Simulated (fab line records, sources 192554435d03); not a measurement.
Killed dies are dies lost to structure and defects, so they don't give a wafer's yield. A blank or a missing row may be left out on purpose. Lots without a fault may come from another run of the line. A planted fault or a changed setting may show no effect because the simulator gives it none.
Chamber matching | flow n5_finfet | N5_BEOL_M0_DEP_125 on pecvd-02: 3 sister chambers
The step deposits SiCN from 3MS/NH3, target thk 8 nm, time 14 s. 20 wafers are shown with their chamber, then 10 later ones without.

WAFERS WITH THEIR CHAMBER
wafer  | chamber | showerhead_plenum_p_Torr (Torr) | throttle_valve_pct (%)
L076.3 | 2       | 3.626                           | 9.2
L076.4 | 1       | 3.677                           | 9.0
L076.5 | 0       | 3.675                           | 9.4
L078.1 | 1       | 3.675                           | 9.2
L078.3 | 2       | 3.644                           | 9.2
L078.5 | 1       | 3.686                           | 9.0
L082.1 | 0       | 3.682                           | 9.4
L082.4 | 2       | 3.634                           | 9.0
L082.6 | 1       | 3.685                           | 8.9
L086.2 | 2       | 3.635                           | 9.2
L086.3 | 0       | 3.676                           | 9.6
L086.4 | 0       | 3.676                           | 9.4
L087.3 | 2       | 3.645                           | 9.3
L087.4 | 2       | 3.642                           | 9.1
L087.5 | 1       | 3.684                           | 8.7
L094.2 | 2       | 3.634                           | 9.1
L094.3 | 2       | 3.623                           | 9.2
L094.6 | 2       | 3.625                           | 9.2
L095.1 | 2       | 3.631                           | 9.3
L095.2 | 0       | 3.670                           | 9.2

SIGNATURES (means of the wafers above)
reading                  | chamber 0 | chamber 1 | chamber 2 | scatter within a chamber
showerhead_plenum_p_Torr | 3.67580   | 3.68140   | 3.63390   | 0.00657
throttle_valve_pct       | 9.400     | 8.960     | 9.180     | 0.13
Rule: a wafer's distance from a chamber is the root of the sum, over the readings, of the square of ((its reading less the chamber's mean) divided by the reading's scatter). The wafer belongs to the nearest chamber; if the next one is less than 2 further off, it can't be placed. The scatter: the root of (the sum of the squares of (reading less its chamber's mean) over the shown wafers, divided by (wafers less chambers)).

WAFERS WITHOUT THEIR CHAMBER
wafer  | showerhead_plenum_p_Torr (Torr) | throttle_valve_pct (%)
L095.3 | 3.691                           | 8.8
L095.4 | 3.680                           | 9.1
L095.5 | 3.636                           | 9.3
L095.6 | 3.672                           | 9.5
L096.1 | 3.626                           | 9.2
L096.2 | 3.670                           | 9.4
L096.4 | 3.680                           | 9.5
L097.3 | 3.627                           | 9.3
L097.5 | 3.639                           | 9.1
L097.6 | 3.687                           | 9.0

WHICH CHAMBER EACH WENT THROUGH
wafer  | from the rows above     | in truth
L095.3 | 1                       | 1
L095.4 | can't be placed: 1 or 0 | 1
L095.5 | 2                       | 2
L095.6 | 0                       | 0
L096.1 | 2                       | 2
L096.2 | 0                       | 0
L096.4 | 0                       | 0
L097.3 | 2                       | 2
L097.5 | 2                       | 2
L097.6 | 1                       | 1
Placed correctly: 9 of 10. Can't be placed from these rows: 1 (the true chamber is among the candidates in 1). Placed wrongly: 0.
